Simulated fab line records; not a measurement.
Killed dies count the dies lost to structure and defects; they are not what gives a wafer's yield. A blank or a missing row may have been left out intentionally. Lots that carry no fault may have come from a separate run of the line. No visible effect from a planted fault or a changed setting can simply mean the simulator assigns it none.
Matching of chambers || flow n5Finfet || 4 sister chambers for N5_BEOL_M1_ETCH_64 on rieDiel-01
The step etches SOC in N2/H2, target depth 75 nm, overetch 15 nm, time 112.5 s. 14 wafers are shown with their chamber, then 7 later ones without.

== EACH WAFER AND ITS CHAMBER ==
{"wafer": "L075.1", "chamber": 3, "drypumpMotorCurrentA (A)": 5.4, "showerheadPlenumPTorr (Torr)": 2.49, "throttleValvePct (%)": 17.6}
{"wafer": "L075.2", "chamber": 2, "drypumpMotorCurrentA (A)": 5.7, "showerheadPlenumPTorr (Torr)": 2.62, "throttleValvePct (%)": 17.7}
{"wafer": "L075.5", "chamber": 1, "drypumpMotorCurrentA (A)": 5.8, "showerheadPlenumPTorr (Torr)": 2.71, "throttleValvePct (%)": 17.3}
{"wafer": "L085.3", "chamber": 0, "drypumpMotorCurrentA (A)": 6.5, "showerheadPlenumPTorr (Torr)": 2.56, "throttleValvePct (%)": 17.6}
{"wafer": "L085.4", "chamber": 2, "drypumpMotorCurrentA (A)": 5.7, "showerheadPlenumPTorr (Torr)": 2.61, "throttleValvePct (%)": 17.7}
{"wafer": "L085.5", "chamber": 0, "drypumpMotorCurrentA (A)": 6.5, "showerheadPlenumPTorr (Torr)": 2.56, "throttleValvePct (%)": 17.6}
{"wafer": "L087.1", "chamber": 2, "drypumpMotorCurrentA (A)": 5.7, "showerheadPlenumPTorr (Torr)": 2.60, "throttleValvePct (%)": 17.8}
{"wafer": "L087.2", "chamber": 0, "drypumpMotorCurrentA (A)": 6.4, "showerheadPlenumPTorr (Torr)": 2.56, "throttleValvePct (%)": 17.6}
{"wafer": "L087.3", "chamber": 1, "drypumpMotorCurrentA (A)": 5.7, "showerheadPlenumPTorr (Torr)": 2.69, "throttleValvePct (%)": 17.3}
{"wafer": "L086.3", "chamber": 2, "drypumpMotorCurrentA (A)": 5.7, "showerheadPlenumPTorr (Torr)": 2.60, "throttleValvePct (%)": 17.8}
{"wafer": "L086.4", "chamber": 0, "drypumpMotorCurrentA (A)": 6.5, "showerheadPlenumPTorr (Torr)": 2.56, "throttleValvePct (%)": 17.6}
{"wafer": "L086.6", "chamber": 3, "drypumpMotorCurrentA (A)": 5.4, "showerheadPlenumPTorr (Torr)": 2.48, "throttleValvePct (%)": 17.2}
{"wafer": "L088.1", "chamber": 3, "drypumpMotorCurrentA (A)": 5.4, "showerheadPlenumPTorr (Torr)": 2.48, "throttleValvePct (%)": 17.2}
{"wafer": "L088.4", "chamber": 1, "drypumpMotorCurrentA (A)": 5.8, "showerheadPlenumPTorr (Torr)": 2.69, "throttleValvePct (%)": 17.3}

SIGNATURES (averages over the wafers above)
{"reading": "drypumpMotorCurrentA", "chamber 0": 6.475, "chamber 1": 5.767, "chamber 2": 5.700, "chamber 3": 5.400, "scatter within a chamber": 0.0376}
{"reading": "showerheadPlenumPTorr", "chamber 0": 2.5600, "chamber 1": 2.6967, "chamber 2": 2.6075, "chamber 3": 2.4833, "scatter within a chamber": 0.0078}
{"reading": "throttleValvePct", "chamber 0": 17.600, "chamber 1": 17.300, "chamber 2": 17.750, "chamber 3": 17.333, "scatter within a chamber": 0.108}
Rule: a wafer lies at a distance from a chamber equal to the root of the sum of squares, over the readings, of (its reading less the chamber's mean, divided by the reading's scatter). The wafer belongs to the nearest chamber; if the next one is less than 2 further off, it can't be placed. How the scatter is found: for the shown wafers, subtract from each reading the mean of its chamber, square and add these, divide the total by (wafers less chambers), then take the root.

== WAFERS WITHOUT THEIR CHAMBER ==
{"wafer": "L088.6", "drypumpMotorCurrentA (A)": 6.4, "showerheadPlenumPTorr (Torr)": 2.55, "throttleValvePct (%)": 17.6}
{"wafer": "L095.2", "drypumpMotorCurrentA (A)": 5.4, "showerheadPlenumPTorr (Torr)": 2.47, "throttleValvePct (%)": 17.2}
{"wafer": "L095.3", "drypumpMotorCurrentA (A)": 6.5, "showerheadPlenumPTorr (Torr)": 2.55, "throttleValvePct (%)": 17.6}
{"wafer": "L095.4", "drypumpMotorCurrentA (A)": 5.7, "showerheadPlenumPTorr (Torr)": 2.69, "throttleValvePct (%)": 17.3}
{"wafer": "L092.4", "drypumpMotorCurrentA (A)": 5.8, "showerheadPlenumPTorr (Torr)": 2.69, "throttleValvePct (%)": 17.4}
{"wafer": "L092.5", "drypumpMotorCurrentA (A)": 6.5, "showerheadPlenumPTorr (Torr)": 2.55, "throttleValvePct (%)": 17.6}
{"wafer": "L092.6", "drypumpMotorCurrentA (A)": 5.8, "showerheadPlenumPTorr (Torr)": 2.69, "throttleValvePct (%)": 17.4}

== WHICH CHAMBER EACH WENT THROUGH ==
{"wafer": "L088.6", "from the rows above": 0, "in truth": 0}
{"wafer": "L095.2", "from the rows above": 3, "in truth": 3}
{"wafer": "L095.3", "from the rows above": 0, "in truth": 0}
{"wafer": "L095.4", "from the rows above": 1, "in truth": 1}
{"wafer": "L092.4", "from the rows above": 1, "in truth": 1}
{"wafer": "L092.5", "from the rows above": 0, "in truth": 0}
{"wafer": "L092.6", "from the rows above": 1, "in truth": 1}
7 of 7 placed correctly. Left unplaced by these rows: 0. 0 placed wrongly.
